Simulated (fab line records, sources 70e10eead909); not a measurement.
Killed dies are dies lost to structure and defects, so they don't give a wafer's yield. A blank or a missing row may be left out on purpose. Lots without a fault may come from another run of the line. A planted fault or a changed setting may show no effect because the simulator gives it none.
Chamber matching | flow nand_harc | NHARC_P_ZERO_WELL_DESCUM_54 on rie_diel-09: 4 sister chambers
The step chemistry O2, time 3 s. 8 wafers are shown with their chamber, then 8 later ones without.

WAFERS WITH THEIR CHAMBER
wafer  | chamber | showerhead_plenum_p_Torr (Torr) | throttle_valve_pct (%)
L075.4 | 0       | 1.77                            | 11.317
L080.1 | 0       | 1.77                            | 11.326
L080.6 | 1       | 1.87                            | 11.303
L084.5 | 3       | 1.89                            | 11.325
L091.3 | 1       | 1.86                            | 11.307
L091.5 | 3       | 1.88                            | 11.324
L091.6 | 2       | 2.00                            | 11.324
L095.2 | 2       | 2.00                            | 11.317

WAFERS WITHOUT THEIR CHAMBER
wafer  | showerhead_plenum_p_Torr (Torr) | throttle_valve_pct (%)
L095.3 | 1.86                            | 11.311
L095.5 | 1.86                            | 11.310
L096.1 | 1.86                            | 11.294
L096.2 | 1.88                            | 11.313
L096.3 | 2.07                            | 11.302
L097.2 | 2.07                            | 11.315
L097.4 | 1.86                            | 11.311
L097.6 | 1.99                            | 11.324

WHICH CHAMBER EACH WENT THROUGH
wafer  | from the rows above     | in truth
L095.3 | 1                       | 1
L095.5 | 1                       | 1
L096.1 | 1                       | 1
L096.2 | can't be placed: 3 or 1 | 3
L096.3 | 2                       | 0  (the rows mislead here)
L097.2 | 2                       | 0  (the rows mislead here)
L097.4 | 1                       | 1
L097.6 | 2                       | 2
Placed correctly: 5 of 8. Can't be placed from these rows: 1 (the true chamber is among the candidates in 1). Placed wrongly: 2.
How it was worked out, from the rows above alone: a wafer's distance from a chamber is the root of the sum, over the readings, of the square of ((its reading less the chamber's mean) divided by the reading's scatter). The wafer belongs to the nearest chamber; if the next one is less than 2 further off, it can't be placed. A chamber's mean is the mean of its shown wafers. The scatter: the root of (the sum of the squares of (reading less its chamber's mean) over the shown wafers, divided by (wafers less chambers)).
